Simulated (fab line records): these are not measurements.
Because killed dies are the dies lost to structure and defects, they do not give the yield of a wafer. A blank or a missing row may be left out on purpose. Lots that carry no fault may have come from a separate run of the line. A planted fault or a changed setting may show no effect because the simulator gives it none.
fab line records	flow nand_harc	part 1 of 2: steps 1 to 25 of 33
record lots=5	wafers=15	last_day=24
route steps=1159 shown A_M1@1054 A_BONDPAD@1059
lots with no fault: from the same line, run without faults
start_h: hours from the record's opening day to when the first of the lot's shown wafers began	wait_h: hours from the lot's prior step to this one	" identical to the entry in the row above	L1.1+2: one row covering several wafers at once	- no value, or no start given	* or withheld: withheld	< > ~ a bound
route shown NAME@n: NAME is a module with steps in the file, n the number in the route of the first one	usual: mean/standard deviation taken from wafers without a fault	same: alike in all rows	chamber/n: place in a boat	sites: the reading at each site	_std_site: how widely they spread, as a standard deviation	_edge_site: mean of outer sites minus mean of inner sites	radius_mm: how far each site lies from the wafer's centre	mask NAME#n: copy n	behind: the tool/chamber that last shaped the wafer	hold: reason for holding the lot/hours on hold/outcome of the hold	device: transistor that didn't switch, given as n, p or np	end of line: the tests these same wafers got at the end of their route	where a step has no rows: the recipe by itself	killed: the dies lost at the first sort to structure and to defects; this is not the yield of the wafer	map: per-die view of a wafer (x killed, . not killed, _ where there is no die)
set.NAME: setting as actually run; set.NAME@STEP: the setting as run at that earlier step	model.NAME: the simulator's own value behind a step, which no gauge read
lots at some steps of the route; a table a step, a row a wafer
services: when a tool's chamber went out of use (start_h, in hours from the record's first day, below 0 if earlier), for how many hours, and the reason
## steps
# step NHARC_A_M1_SRD_25
lot.wafer	tool	chamber	start_h	wait_h
L080.1+2+6	wet_bench-08	2,4,5	441.41	0.0
L079.3+2+4	wet_bench-08	2,3,5	446.00	0.0
L090.3+4+5	wet_bench-10	6,0,2	499.96	0.0
L093.3+4+5	wet_bench-08	0,3,5	528.64	0.0
L095.3+6+2	wet_bench-08	5,6,0	532.78	0.0
# step NHARC_A_M1_INSPECT_27
# usual raw_defect_count=466/150
lot.wafer	tool	chamber	start_h	wait_h	raw_defect_count
L080.1	defect_inspect-01	-	441.52	0.0	485
L080.2	"	-	"	"	414
L080.6	"	-	"	"	310
L079.2	defect_inspect-01	-	446.12	0.0	472
L079.3	"	-	"	"	446
L079.4	"	-	"	"	597
L090.3	defect_inspect-02	-	500.08	0.0	403
L090.4	"	-	"	"	357
L090.5	"	-	"	"	401
L093.3	defect_inspect-02	-	528.76	0.0	508
L093.4	"	-	"	"	527
L093.5	"	-	"	"	520
L095.2	defect_inspect-02	-	532.90	0.0	523
L095.3	"	-	"	"	444
L095.6	"	-	"	"	531
# step NHARC_A_M1_PRE_CLEAN_32
# recipe time_s=12	temp_c=370	rf_power_w=300	gas=NH3
# usual heater_power_outer_w=364/49	heater_power_w=626/68
lot.wafer	tool	chamber	start_h	wait_h	heater_power_outer_w	heater_power_w
L080.1	pecvd-03	1	441.61	0.1	372	606
L080.2	"	2	"	"	399	643
L080.6	"	2	"	"	404	636
L079.2	pecvd-04	0	446.18	0.1	262	466
L079.3	"	2	"	"	374	650
L079.4	"	1	"	"	313	566
L090.3	pecvd-04	0	500.15	0.1	260	484
L090.5	"	0	"	"	256	477
L090.4	"	2	"	"	372	672
L093.3	pecvd-01	2	528.85	0.1	397	691
L093.4	"	0	"	"	378	676
L093.5	"	1	"	"	381	626
L095.3	pecvd-01	1	532.97	0.1	388	634
L095.2	"	0	"	"	378	674
L095.6	"	2	"	"	409	738
# step NHARC_A_M1_DEP_33
# recipe target_thk_a=300	temp_c=370	target_thk_nm=30	pressure_torr=3	flow_sccm=200	rf_w=450	material=SiCN
# usual heater_power_outer_w=328/52	heater_power_w=578/70
lot.wafer	tool	chamber	start_h	wait_h	heater_power_outer_w	heater_power_w
L080.1	pecvd-03	1	441.72	0.1	406	648
L080.2	"	2	"	"	354	560
L080.6	"	2	"	"	349	580
L079.2	pecvd-04	0	446.26	0.1	229	432
L079.3	"	2	"	"	298	570
L079.4	"	1	"	"	284	520
L090.3	pecvd-04	0	500.22	0.1	218	415
L090.5	"	0	"	"	216	423
L090.4	"	2	"	"	268	514
L093.3	pecvd-01	2	528.99	0.1	319	608
L093.4	"	0	"	"	350	635
L093.5	"	1	"	"	314	550
L095.3	pecvd-01	1	533.05	0.1	281	526
L095.2	"	0	"	"	320	589
L095.6	"	2	"	"	385	690
# step NHARC_A_BONDPAD_DEP_00
# recipe target_thk_a=2500	temp_c=370	target_thk_nm=250	pressure_torr=3	flow_sccm=200	rf_w=450	material=SiCN
# usual heater_power_outer_w=325/50	heater_power_w=570/67
lot.wafer	tool	chamber	start_h	wait_h	heater_power_outer_w	heater_power_w
L080.1	pecvd-02	0	442.24	-	368	604
L080.2	"	2	"	"	378	647
L080.6	"	2	"	"	389	660
L079.3	pecvd-04	2	-	-	291	550
L079.2	"	0	"	"	231	442
L079.4	"	2	"	"	298	568
L090.3	pecvd-02	2	500.78	-	332	602
L090.4	"	0	"	"	347	612
L090.5	"	1	"	"	362	637
L093.3	pecvd-04	2	529.45	-	337	616
L093.5	"	0	"	"	266	487
L093.4	"	1	"	"	280	506
L095.3	pecvd-02	1	533.61	-	308	535
L095.2	"	0	"	"	314	540
L095.6	"	2	"	"	296	555
# step NHARC_A_BONDPAD_CMP_29
# recipe target_thk_nm=200	material=SiCN
# usual motor_current_A=12.0/1.5
lot.wafer	tool	chamber	start_h	wait_h	motor_current_A
L080.2	cmp-04	1	442.68	-	9.0
L080.1	"	3	"	"	11.6
L080.6	"	1	"	"	9.6
L079.3	cmp-04	3	447.24	-	12.0
L079.4	"	1	"	"	9.9
L079.2	"	2	"	"	13.3
L090.3	cmp-03	0	501.18	-	13.1
L090.4	"	2	"	"	10.8
L090.5	"	1	"	"	12.4
L093.3	cmp-04	0	529.85	-	14.6
L093.4	"	3	"	"	11.9
L093.5	"	1	"	"	10.1
L095.2	cmp-03	2	534.02	-	10.9
L095.3	"	0	"	"	13.9
L095.6	"	3	"	"	10.6
# step NHARC_A_BONDPAD_THK_MEAS_30
# recipe thk_meas_gauge=ellipsometry
# usual thk_nm=200.3/1.3
lot.wafer	tool	chamber	start_h	wait_h	thk_nm
L080.1	film_metro-02	-	442.91	0.2	200.5
L080.2	"	-	"	"	201.7
L080.6	"	-	"	"	200.9
L079.2	film_metro-02	-	447.49	0.2	199.3
L079.3	"	-	"	"	200.1
L079.4	"	-	"	"	201.3
L090.3	film_metro-02	-	501.43	0.2	202.4
L090.4	"	-	"	"	201.9
L090.5	"	-	"	"	203.2
L093.3	film_metro-01	-	530.12	0.2	200.6
L093.4	"	-	"	"	199.4
L093.5	"	-	"	"	197.5
L095.2	film_metro-02	-	534.27	0.2	199.6
L095.3	"	-	"	"	199.9
L095.6	"	-	"	"	199.3
# step NHARC_A_BONDPAD_SRD_31
lot.wafer	tool	chamber	start_h	wait_h
L080.1+6+2	wet_bench-08	1,3,4	442.96	0.0
L079.3+2+4	wet_bench-08	2,3,7	447.53	0.0
L090.3+5+4	wet_bench-10	0,1,3	501.48	0.0
L093.5+4+3	wet_bench-10	3,4,0	530.16	0.0
L095.3+2+6	wet_bench-08	3,5,0	534.31	0.0
# step NHARC_A_BONDPAD_DEHYDRATE_01
# recipe temp_c=150	time_s=120
# usual heater_power_total_W=182.6/1.3	plate_temp_C=149.99/0.13
lot.wafer	tool	chamber	start_h	wait_h	heater_power_total_W	plate_temp_C
L080.1	litho_track-05	0	443.03	0.1	182.1	149.99
L080.2	"	0	"	"	181.0	149.92
L080.6	"	0	"	"	183.6	149.82
L079.2	litho_track-05	0	447.61	0.1	184.3	150.12
L079.3	"	0	"	"	183.8	150.11
L079.4	"	0	"	"	180.8	150.26
L090.3	litho_track-03	0	501.56	0.1	181.1	149.83
L090.4	"	0	"	"	184.4	150.00
L090.5	"	0	"	"	184.4	150.07
L093.3	litho_track-05	0	530.24	0.1	181.7	149.90
L093.4	"	0	"	"	180.9	149.89
L093.5	"	0	"	"	183.7	149.84
L095.2	litho_track-05	0	534.39	0.1	181.8	150.18
L095.3	"	0	"	"	181.8	150.09
L095.6	"	0	"	"	181.6	149.95
# step NHARC_A_BONDPAD_HMDS_02
# recipe time_s=30
lot.wafer	tool	chamber	start_h	wait_h
L080.1+2+6	litho_track-05	0	-	-
L079.2+3+4	litho_track-05	0	-	-
L090.3+4+5	litho_track-03	0	-	-
L093.3+4+5	litho_track-05	0	-	-
L095.2+3+6	litho_track-05	0	-	-
# step NHARC_A_BONDPAD_COAT_33
# recipe temp_c=200	time_s=65
# usual heater_power_total_W=386.0/1.3	plate_temp_C=200.00/0.13
lot.wafer	tool	chamber	start_h	wait_h	heater_power_total_W	plate_temp_C
L080.1	litho_track-05	0	-	-	388.0	199.94
L080.2	"	0	"	"	387.1	199.82
L080.6	"	0	"	"	384.3	200.18
L079.2	litho_track-05	0	-	-	386.4	199.86
L079.3	"	0	"	"	385.1	200.05
L079.4	"	0	"	"	385.9	199.88
L090.3	litho_track-03	0	-	-	388.0	199.75
L090.4	"	0	"	"	387.2	199.91
L090.5	"	0	"	"	384.3	199.80
L093.3	litho_track-05	0	-	-	387.3	200.09
L093.4	"	0	"	"	386.2	199.97
L093.5	"	0	"	"	385.0	200.05
L095.2	litho_track-05	0	-	-	384.6	199.73
L095.3	"	0	"	"	384.4	199.87
L095.6	"	0	"	"	388.1	199.84
# step NHARC_A_BONDPAD_COAT_03
# recipe spin_rpm=2000	resist_thk_nm=600
lot.wafer	tool	chamber	start_h	wait_h
L080.1+2+6	litho_track-05	0	-	-
L079.2+3+4	litho_track-05	0	-	-
L090.3+4+5	litho_track-03	0	-	-
L093.3+4+5	litho_track-05	0	-	-
L095.2+3+6	litho_track-05	0	-	-
# step NHARC_A_BONDPAD_SOFTBAKE_04
# recipe temp_c=125	time_s=70
# usual heater_power_total_W=200.8/1.2	plate_temp_C=125.03/0.12
lot.wafer	tool	chamber	start_h	wait_h	heater_power_total_W	plate_temp_C
L080.1	litho_track-05	0	-	-	202.6	125.10
L080.2	"	0	"	"	201.9	124.96
L080.6	"	0	"	"	199.6	124.96
L079.2	litho_track-05	0	-	-	202.6	124.95
L079.3	"	0	"	"	199.0	125.03
L079.4	"	0	"	"	199.5	125.01
L090.3	litho_track-03	0	-	-	202.0	124.97
L090.4	"	0	"	"	200.5	124.80
L090.5	"	0	"	"	201.0	125.16
L093.3	litho_track-05	0	-	-	201.6	124.82
L093.4	"	0	"	"	199.3	124.99
L093.5	"	0	"	"	201.2	124.86
L095.2	litho_track-05	0	-	-	199.4	125.19
L095.3	"	0	"	"	202.5	125.07
L095.6	"	0	"	"	199.4	125.11
# step NHARC_A_BONDPAD_EBR_05
lot.wafer	tool	chamber	start_h	wait_h
L080.1+2+6	litho_track-05	0	-	-
L079.2+3+4	litho_track-05	0	-	-
L090.3+4+5	litho_track-03	0	-	-
L093.3+4+5	litho_track-05	0	-	-
L095.2+3+6	litho_track-05	0	-	-
# step NHARC_A_BONDPAD_EXPOSE_06
# recipe na=0.55	dose_mj=36.99	mask_id=A_BPAD
lot.wafer	tool	chamber	start_h	wait_h	mask
L080.1+2+6	krf_scanner-03	0	443.32	-	A_BPAD#0
L079.2+3+4	krf_scanner-02	0	447.91	-	A_BPAD#0
L090.3+4+5	krf_scanner-03	0	501.73	-	A_BPAD#0
L093.3+4+5	krf_scanner-04	0	530.54	-	A_BPAD#0
L095.2+3+6	krf_scanner-02	0	534.69	-	A_BPAD#0
# step NHARC_A_BONDPAD_PEB_07
# recipe peb_temp_c=128	peb_time_s=80
# usual heater_power_total_W=189.9/0.76	plate_temp_C=127.99/0.15
lot.wafer	tool	chamber	start_h	wait_h	heater_power_total_W	plate_temp_C
L080.1	litho_track-02	0	443.38	0.1	189.7	128.09
L080.2	"	0	"	"	189.4	127.80
L080.6	"	0	"	"	190.6	128.01
L079.2	litho_track-02	0	447.97	0.1	189.3	128.12
L079.3	"	0	"	"	189.8	128.01
L079.4	"	0	"	"	189.3	127.84
L090.3	litho_track-03	0	501.79	0.1	188.9	128.22
L090.4	"	0	"	"	189.6	128.24
L090.5	"	0	"	"	189.0	128.11
L093.3	litho_track-03	0	530.60	0.1	190.8	127.95
L093.4	"	0	"	"	190.9	127.89
L093.5	"	0	"	"	189.6	128.01
L095.2	litho_track-05	0	534.75	0.1	190.8	128.23
L095.3	"	0	"	"	188.8	128.04
L095.6	"	0	"	"	190.5	127.98
# step NHARC_A_BONDPAD_DEVELOP_08
# recipe time_s=50	dev_temp_c=22
lot.wafer	tool	chamber	start_h	wait_h
L080.1+2+6	litho_track-02	0	-	-
L079.2+3+4	litho_track-02	0	-	-
L090.3+4+5	litho_track-03	0	-	-
L093.3+4+5	litho_track-03	0	-	-
L095.2+3+6	litho_track-05	0	-	-
# step NHARC_A_BONDPAD_CD_MEAS_09
# recipe target_cd_nm=500	landing_energy_ev=500
# usual cd_nm=499.8/1.3
lot.wafer	tool	chamber	start_h	wait_h	cd_nm
L080.1	cd_sem-02	0	443.47	-	499.0
L080.2	"	0	"	"	500.3
L080.6	"	0	"	"	498.9
L079.2	cd_sem-03	0	448.06	-	498.7
L079.3	"	0	"	"	498.3
L079.4	"	0	"	"	497.0
L090.3	cd_sem-01	0	501.88	-	499.8
L090.4	"	0	"	"	500.2
L090.5	"	0	"	"	500.0
L093.3	cd_sem-03	0	530.69	-	501.5
L093.4	"	0	"	"	500.0
L093.5	"	0	"	"	500.6
L095.2	cd_sem-02	0	534.84	-	498.7
L095.3	"	0	"	"	499.6
L095.6	"	0	"	"	499.0
# step NHARC_A_BONDPAD_OVL_MEAS_35
# usual overlay_x_nm=1/6.3	overlay_y_nm=-2/7
lot.wafer	tool	chamber	start_h	wait_h	overlay_x_nm	overlay_y_nm
L080.1	overlay-01	-	443.56	-	2	-1
L080.2	"	-	"	"	2	-1
L080.6	"	-	"	"	2	-1
L079.2	overlay-02	-	448.15	-	12	-11
L079.3	"	-	"	"	12	-10
L079.4	"	-	"	"	12	-11
L090.3	overlay-01	-	501.97	-	-3	8
L090.4	"	-	"	"	-4	9
L090.5	"	-	"	"	-4	8
L093.3	overlay-01	-	530.77	-	-2	9
L093.4	"	-	"	"	-3	10
L093.5	"	-	"	"	-2	9
L095.2	overlay-02	-	534.93	-	-11	1
L095.3	"	-	"	"	-11	1
L095.6	"	-	"	"	-11	2
# step NHARC_A_BONDPAD_HARDBAKE_10
# recipe temp_c=118	time_s=65
# usual heater_power_total_W=195.8/0.34	plate_temp_C=118.02/0.14
lot.wafer	tool	chamber	start_h	wait_h	heater_power_total_W	plate_temp_C
L080.1	litho_track-05	0	443.60	0.0	195.8	118.20
L080.2	"	0	"	"	196.0	118.06
L080.6	"	0	"	"	196.1	117.98
L079.2	litho_track-05	0	448.19	0.0	196.0	117.99
L079.3	"	0	"	"	195.4	118.10
L079.4	"	0	"	"	196.1	117.94
L090.3	litho_track-03	0	502.02	0.1	195.4	117.81
L090.4	"	0	"	"	196.1	118.16
L090.5	"	0	"	"	195.1	117.99
L093.3	litho_track-03	0	530.82	0.1	195.8	118.14
L093.4	"	0	"	"	195.1	118.01
L093.5	"	0	"	"	195.9	117.91
L095.2	litho_track-02	0	534.97	0.0	196.2	118.07
L095.3	"	0	"	"	196.1	117.84
L095.6	"	0	"	"	195.5	117.98
# step NHARC_A_BONDPAD_DESCUM_11
# recipe time_s=3	o2_flow_sccm=200	ar_flow_sccm=0	bias_power_w=0	chemistry=O2
# usual drypump_motor_current_A=6.0/0.33	oes_product_au=1.000/0.0072	rf_vpp_V=57.7/0.9	showerhead_plenum_p_Torr=1.90/0.085	throttle_valve_pct=11.311/0.0096
# same bias_power_w=0
lot.wafer	tool	chamber	start_h	wait_h	drypump_motor_current_A	oes_product_au	rf_hours_counter_h	rf_vpp_V	showerhead_plenum_p_Torr	throttle_valve_pct
L080.2	rie_diel-04	3	443.69	-	5.8	0.995	5	58.0	2.04	11.323
L080.1	"	0	"	"	6.2	0.989	6	58.6	1.78	11.326
L080.6	"	3	"	"	5.9	0.995	-	59.5	2.04	11.315
L079.2	rie_diel-04	2	448.27	-	6.2	0.994	6	56.3	1.90	11.316
L079.4	"	0	"	"	6.2	0.995	6	58.0	1.78	11.311
L079.3	"	1	"	"	5.6	0.984	6	57.0	1.90	11.304
L090.4	rie_diel-04	1	502.09	-	5.6	1.007	0	57.9	1.90	11.306
L090.3	"	3	"	"	5.8	1.008	0	57.1	2.03	11.315
L090.5	"	1	"	"	5.6	1.014	-	57.3	1.90	11.315
L093.4	rie_diel-04	1	530.91	-	5.7	1.001	2	56.8	1.90	11.308
L093.3	"	2	"	"	6.2	1.001	2	58.3	1.90	11.323
L093.5	"	3	"	"	5.8	0.992	-	59.3	2.03	11.314
L095.3	rie_diel-04	1	535.07	-	5.6	1.008	2	58.1	1.90	11.307
L095.2	"	2	"	"	6.2	0.992	2	58.3	1.90	11.326
L095.6	"	3	"	"	5.9	0.998	-	58.5	2.03	11.319
# step NHARC_A_BONDPAD_ETCH_34
# recipe target_depth_a=600	overetch_a=180	time_s=65.91	ion_energy_ev=200	n2_flow_sccm=150	h2_flow_sccm=150	ar_flow_sccm=0	rf_w=400	bias_w=150	chemistry=N2/H2
# usual drypump_motor_current_A=6.00/0.3	n2_flow_sccm=149.9/0.4	oes_product_au=1.001/0.007	rf_vpp_V=430.1/2.9	showerhead_plenum_p_Torr=2.03/0.096	throttle_valve_pct=14.171/0.0096
lot.wafer	tool	chamber	start_h	wait_h	drypump_motor_current_A	n2_flow_sccm	oes_product_au	rf_hours_counter_h	rf_vpp_V	showerhead_plenum_p_Torr	throttle_valve_pct
L080.2	rie_diel-04	3	443.84	0.1	5.85	150.0	0.987	5	434.1	2.17	14.157
L080.1	"	1	"	"	5.68	150.1	0.996	6	430.7	2.03	14.184
L080.6	"	2	"	"	6.23	149.6	0.991	-	431.5	2.02	14.168
L079.2	rie_diel-04	2	448.36	0.1	6.24	149.6	1.007	6	429.9	2.02	14.187
L079.4	"	3	"	"	5.84	150.2	1.006	6	434.0	2.17	14.173
L079.3	"	0	"	"	6.26	149.6	0.995	6	426.7	1.90	14.172
L090.3	rie_diel-04	3	502.17	0.1	5.80	149.6	1.001	0	434.7	2.17	14.177
L090.4	"	2	"	"	6.23	149.5	1.004	0	429.2	2.02	14.154
L090.5	"	3	"	"	5.83	149.3	0.997	-	433.9	2.17	14.174
L093.3	rie_diel-04	1	530.99	0.1	5.63	150.0	1.002	2	428.9	2.03	14.173
L093.4	"	2	"	"	6.24	150.6	1.009	2	429.2	2.02	14.164
L093.5	"	3	"	"	5.86	149.8	1.006	-	435.6	2.17	14.179
L095.3	rie_diel-04	3	535.13	0.1	5.82	150.3	1.001	2	433.6	2.17	14.192
L095.2	"	2	"	"	6.25	149.9	0.999	2	430.3	2.02	14.188
L095.6	"	0	"	"	6.23	149.5	1.003	-	426.8	1.90	14.170
# step NHARC_A_BONDPAD_ETCH_12
# recipe target_depth_a=2200	time_s=110	chf3_flow_sccm=50	o2_flow_sccm=10	ar_flow_sccm=200	rf_w=500	bias_w=200	chemistry=CHF3/O2
# usual drypump_motor_current_A=6.0/0.31	oes_product_au=0.947/0.022	rf_vpp_V=370.2/2.4	showerhead_plenum_p_Torr=2.39/0.1	throttle_valve_pct=20.572/0.0089
lot.wafer	tool	chamber	start_h	wait_h	drypump_motor_current_A	oes_product_au	rf_hours_counter_h	rf_vpp_V	showerhead_plenum_p_Torr	throttle_valve_pct
L080.2	rie_diel-04	3	-	-	5.8	0.950	6	373.7	2.55	20.568
L080.1	"	1	"	"	5.7	0.952	6	370.0	2.39	20.557
L080.6	"	2	"	"	6.2	0.940	-	370.6	2.38	20.576
L079.4	rie_diel-04	1	-	-	5.7	0.934	6	371.0	2.39	20.561
L079.3	"	2	"	"	6.2	0.928	7	368.9	2.38	20.561
L079.2	"	3	"	"	5.8	0.935	6	374.2	2.55	20.584
L090.4	rie_diel-04	2	-	-	6.2	0.943	0	370.0	2.38	20.568
L090.3	"	3	"	"	5.9	0.948	1	373.7	2.55	20.568
L090.5	"	1	"	"	5.7	0.941	-	370.5	2.39	20.592
L093.3	rie_diel-04	2	-	-	6.2	0.965	2	370.6	2.38	20.569
L093.4	"	0	"	"	6.2	0.965	2	367.5	2.24	20.574
L093.5	"	1	"	"	5.7	0.982	-	369.6	2.39	20.578
L095.2	rie_diel-04	3	-	-	5.8	0.958	2	372.1	2.55	20.579
L095.3	"	1	"	"	5.6	0.990	2	372.2	2.39	20.571
L095.6	"	3	"	"	5.8	0.957	-	372.9	2.55	20.568
# step NHARC_A_BONDPAD_CD_MEAS_13
# usual cd_nm=499.4/1.5
lot.wafer	tool	chamber	start_h	wait_h	cd_nm
L080.1	cd_sem-01	-	444.06	-	498.6
L080.2	"	-	"	"	499.1
L080.6	"	-	"	"	497.9
L079.2	cd_sem-01	-	448.59	-	497.1
L079.3	"	-	"	"	497.2
L079.4	"	-	"	"	496.0
L090.3	cd_sem-03	-	502.41	-	500.5
L090.4	"	-	"	"	500.4
L090.5	"	-	"	"	500.3
L093.3	cd_sem-02	-	531.22	-	502.2
L093.4	"	-	"	"	500.3
L093.5	"	-	"	"	501.3
L095.2	cd_sem-02	-	535.37	-	497.9
L095.3	"	-	"	"	499.7
L095.6	"	-	"	"	498.7
# step NHARC_A_BONDPAD_STRIP_15
# recipe o2_flow_sccm=500	ar_flow_sccm=0	bias_w=0	chemistry=O2
# usual drypump_motor_current_A=5.9/0.36	oes_product_au=1.002/0.0075	rf_vpp_V=57.7/0.91	showerhead_plenum_p_Torr=3.51/0.15	throttle_valve_pct=17.038/0.0083
lot.wafer	tool	chamber	start_h	wait_h	drypump_motor_current_A	oes_product_au	rf_hours_counter_h	rf_vpp_V	showerhead_plenum_p_Torr	throttle_valve_pct
L080.2	rie_diel-04	1	444.17	0.1	5.7	1.001	6	58.0	3.51	17.044
L080.1	"	2	"	"	6.2	0.994	6	58.3	3.50	17.036
L080.6	"	0	"	"	6.2	1.002	-	57.4	3.30	17.043
L079.2	rie_diel-04	1	448.66	0.1	5.7	1.004	6	57.3	3.51	17.028
L079.3	"	2	"	"	6.3	1.002	7	57.7	3.50	17.037
L079.4	"	3	"	"	5.8	0.995	6	58.2	3.74	17.052
L090.4	rie_diel-04	2	502.48	0.1	6.2	1.002	1	56.4	3.50	17.029
L090.3	"	3	"	"	5.8	0.990	1	60.0	3.74	17.041
L090.5	"	3	"	"	5.8	0.994	-	57.4	3.74	17.032
L093.4	rie_diel-08	3	531.32	0.1	4.9	1.007	16	56.7	3.30	17.038
L093.3	"	0	"	"	6.0	1.004	18	57.5	3.60	17.042
L093.5	"	1	"	"	5.8	1.010	-	58.8	3.47	17.030
L095.2	rie_diel-04	2	535.44	0.1	6.2	1.002	2	58.3	3.50	17.027
L095.3	"	1	"	"	5.7	1.008	2	56.3	3.51	17.024
L095.6	"	2	"	"	6.2	1.001	-	57.9	3.50	17.041
